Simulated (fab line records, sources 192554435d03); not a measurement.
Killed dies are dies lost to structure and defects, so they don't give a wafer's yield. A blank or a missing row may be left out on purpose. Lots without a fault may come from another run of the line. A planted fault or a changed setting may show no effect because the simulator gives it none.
Chamber matching | flow n5_finfet | N5_BEOL_M1_ALD_98 on ald_sin-04: 4 sister chambers
The step deposits SiO2, target thk 2.5 nm, pulse time 1 s, co reactant pulse time 1 s. 8 wafers are shown with their chamber, then 11 later ones without.

WAFERS WITH THEIR CHAMBER
wafer  | chamber | heater_power_w (W) | precursor_pulse_height_rel
L084.6 | 2       | 81                 | 1.022
L087.2 | 2       | 81                 | 0.990
L089.1 | 1       | 85                 | 1.007
L089.3 | 0       | 77                 | 0.980
L088.1 | 3       | 63                 | 1.013
L088.3 | 1       | 83                 | 0.960
L088.5 | 3       | 64                 | 0.992
L091.2 | 0       | 75                 | 1.012

WAFERS WITHOUT THEIR CHAMBER
wafer  | heater_power_w (W) | precursor_pulse_height_rel
L091.3 | 81                 | 0.987
L091.5 | 75                 | 1.012
L092.2 | 75                 | 0.983
L092.4 | 88                 | 1.018
L092.6 | 77                 | 1.038
L093.1 | 75                 | 1.027
L093.2 | 81                 | 0.978
L093.5 | 63                 | 1.003
L097.2 | 83                 | 0.979
L097.3 | 63                 | 1.020
L097.5 | 62                 | 0.993

WHICH CHAMBER EACH WENT THROUGH
wafer  | from the rows above     | in truth
L091.3 | 2                       | 2
L091.5 | 0                       | 0
L092.2 | 0                       | 0
L092.4 | 1                       | 1
L092.6 | 0                       | 0
L093.1 | 0                       | 0
L093.2 | can't be placed: 2 or 1 | 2
L093.5 | 3                       | 3
L097.2 | can't be placed: 1 or 2 | 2
L097.3 | 3                       | 3
L097.5 | 3                       | 3
Placed correctly: 9 of 11. Can't be placed from these rows: 2 (the true chamber is among the candidates in 2). Placed wrongly: 0.
How it was worked out, from the rows above alone: a wafer's distance from a chamber is the root of the sum, over the readings, of the square of ((its reading less the chamber's mean) divided by the reading's scatter). The wafer belongs to the nearest chamber; if the next one is less than 2 further off, it can't be placed. A chamber's mean is the mean of its shown wafers. The scatter: the root of (the sum of the squares of (reading less its chamber's mean) over the shown wafers, divided by (wafers less chambers)).
